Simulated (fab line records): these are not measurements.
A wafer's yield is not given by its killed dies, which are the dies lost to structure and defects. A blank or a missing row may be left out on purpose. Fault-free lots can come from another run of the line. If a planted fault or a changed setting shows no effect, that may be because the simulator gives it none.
Chamber matching -- flow n5-finfet -- N5_BEOL_M9_ETCH_62 on rie-diel-03 has 4 sister chambers
The step etches SOC in N2/H2, target depth 110 nm, overetch 22 nm, time 165 s. 22 wafers are shown with their chamber, then 11 later ones without.

## EACH WAFER AND ITS CHAMBER
wafer,chamber,showerhead-plenum-p-Torr (Torr),rf-vpp-V (V),drypump-motor-current-A (A)
L074.2,3,2.35,517,5.2
L074.5,2,2.64,528,5.2
L074.6,1,2.63,525,5.5
L079.1,0,2.60,527,5.4
L079.4,2,2.64,526,5.2
L079.6,3,2.35,519,5.2
L081.1,0,2.60,525,5.4
L081.4,2,2.64,527,5.2
L081.6,1,2.63,526,5.4
L083.1,3,2.34,517,5.2
L083.2,0,2.60,526,5.4
L083.4,3,2.34,519,5.3
L086.1,2,2.63,527,5.1
L086.2,3,2.34,518,5.2
L086.4,2,2.63,526,5.2
L087.2,3,2.34,517,5.2
L087.5,1,2.62,526,5.4
L087.6,0,2.60,525,5.4
L090.1,3,2.34,518,5.2
L090.3,0,2.59,524,5.4
L090.6,0,2.59,526,5.4
L093.1,1,2.62,527,5.5

SIGNATURES (means of the wafers above)
reading,chamber 0,chamber 1,chamber 2,chamber 3,scatter within a chamber
showerhead-plenum-p-Torr,2.5967,2.6250,2.6360,2.3429,0.00525
rf-vpp-V,525.50,526.00,526.80,517.86,0.918
drypump-motor-current-A,5.400,5.450,5.180,5.214,0.0384
Rule: for each reading, subtract the chamber's mean from the wafer's reading, divide by that reading's scatter and square the result; add these up over the readings and take the root, which gives the wafer's distance from the chamber. If the next closest chamber is less than 2 further off than the closest, the wafer can't be placed; otherwise it belongs to the closest. The scatter: take each reading less its chamber's mean, square it, sum over the shown wafers, divide by the number of wafers less the number of chambers, and take the root.

## WAFERS WITH NO CHAMBER GIVEN
wafer,showerhead-plenum-p-Torr (Torr),rf-vpp-V (V),drypump-motor-current-A (A)
L093.4,2.59,526,5.4
L093.5,2.33,519,5.2
L094.2,2.62,526,5.5
L094.3,2.63,526,5.1
L094.4,2.59,525,5.4
L095.1,2.62,527,5.5
L095.3,2.33,519,5.2
L095.4,2.59,527,5.4
L097.1,2.33,518,5.3
L097.4,2.61,526,5.5
L097.5,2.61,526,5.5

## WHICH CHAMBER EACH ONE RAN IN
wafer,from the rows above,in truth
L093.4,0,0
L093.5,3,3
L094.2,1,1
L094.3,2,2
L094.4,0,0
L095.1,1,1
L095.3,3,3
L095.4,0,0
L097.1,3,3
L097.4,can't be placed: 1 or 0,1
L097.5,can't be placed: 1 or 0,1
Placed correctly: 9 of 11. From these rows, 2 cannot be placed; in 2 the true chamber is one of the candidates. Placed wrongly: 0.
